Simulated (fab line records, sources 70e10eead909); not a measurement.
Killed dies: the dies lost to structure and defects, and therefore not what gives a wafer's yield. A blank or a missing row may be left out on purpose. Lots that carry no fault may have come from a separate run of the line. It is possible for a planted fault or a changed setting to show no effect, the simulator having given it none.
A lot that was struck, set against a sound lot ; flow nand harc ; 18 steps out of a route of 1159
Sound: the wafers L946.1, L946.2, L946.3. Struck: wafers L957.3, L957.4, L957.5. Last of all comes the cause.
At each step with rows: each side's tool, then ch and its chambers, then its first start. Under that, the readings that differ: sound wafers ; struck wafers ; difference of the means ; sigmas: that difference in standard deviations of wafers without a fault.
alike: words and numbers the same on both sides, and readings whose means are apart by under 2 such deviations; not compared: readings that were withheld, readings missing a value for some wafer, numbers with overlapping values and no deviation given by the record, and bounds like >300 which may hide the same value.
A row with sigmas, a row that says differs or no value, or rows on one side alone: a step with any of these is where the two part. Numbers that don't overlap but have no deviation are shown without sigmas and don't part them. A reading missing from all wafers of one side parts the sides only when that side holds two or more wafers.

NHARC_A_BLC_CVD_24: deposits W, target thk 150 nm, time 434 s.
  sound: cvd w-01 ch 0,1; struck: cvd w-02 ch 0,1
  alike: heater power w, mfc h2 sccm, throttle valve pct
  not compared: since wet clean h
NHARC_A_BLC_CMP_25: polishes, t overpolish 30 s, target thk 150 nm.
  sound on cmp-02 ch 0,2,3, day 18 00:36; struck on cmp-04 ch 0,1,2, day 20 21:31
  alike: motor current A, overpolish run s, time to endpoint s
after that, 1 step had no rows for these wafers: NHARC_A_BLC_SRD_27.
NHARC_A_BLC_INSPECT_28:
  sound on defect inspect-01 at day 18 01:00; struck on defect inspect-02 at day 20 21:54
  alike: raw defect count
then, 7 steps without rows for these wafers: NHARC_A_M0_DEP_00 (deposits SiOC, target thk 150 nm); NHARC_A_M0_DEHYDRATE_01 (time 120 s); NHARC_A_M0_HMDS_02 (time 30 s); NHARC_A_M0_COAT_33 (time 65 s); NHARC_A_M0_COAT_03 (resist thk 90 nm); NHARC_A_M0_SOFTBAKE_04 (time 55 s); NHARC_A_M0_EBR_05.
NHARC_A_M0_EXPOSE_06: exposes mask A M0, target cd 80 nm.
  sound on arfi scanner-03 ch 0, day 18 02:11; struck on arfi scanner-03 ch 0, day 20 22:49
reading;sound;struck;difference;sigmas
model.A_M0.overlay x nm (nm);-0.9542 -0.9542 -0.9542;9.151 9.151 9.151;+10.105;
  alike: mask, focus offset nm
then, 2 steps without rows for these wafers: NHARC_A_M0_PEB_07 (peb time 65 s); NHARC_A_M0_DEVELOP_08 (develop time 35 s).
NHARC_A_M0_CD_MEAS_09 targets a cd of 80 nm.
  sound on cd sem-02 ch 0, day 18 02:20; struck on cd sem-01 ch 0, day 20 22:56
  alike: cd nm
NHARC_A_M0_OVL_MEAS_10: pitch 160 nm.
  sound on overlay-02 at day 18 02:25; struck on overlay-01 at day 20 23:02
reading;sound;struck;difference;sigmas
overlay x nm (nm);-0.7 -0.7 -0.8;9.4 9.3 9.6;+10.2;+13
  alike: overlay y nm
NHARC_A_M0_INSPECT_11:
  sound on defect inspect-02 at day 18 02:27; struck on defect inspect-01 at day 20 23:04
  alike: raw defect count
NHARC_END_SORT_01:
  sound on prober-01 ch 0, day 20 04:41; struck on prober-02 ch 0, day 22 15:53
  alike: defect limited yield, killed at array, killed at other, killed at periphery, killed dies, killed open, killed short, sort_bin_2_pct, sort_bin_3_pct, sort_bin_4_pct, sort n pass, sort rim yield pct, sort yield pct

== WHERE THEY PART ==
At NHARC_A_M0_OVL_MEAS_10 and nowhere else, as far as this record goes. Later steps at which nothing parts them and some readings are alike: NHARC_A_M0_INSPECT_11, NHARC_END_SORT_01.

WHY: the cause the simulator had injected
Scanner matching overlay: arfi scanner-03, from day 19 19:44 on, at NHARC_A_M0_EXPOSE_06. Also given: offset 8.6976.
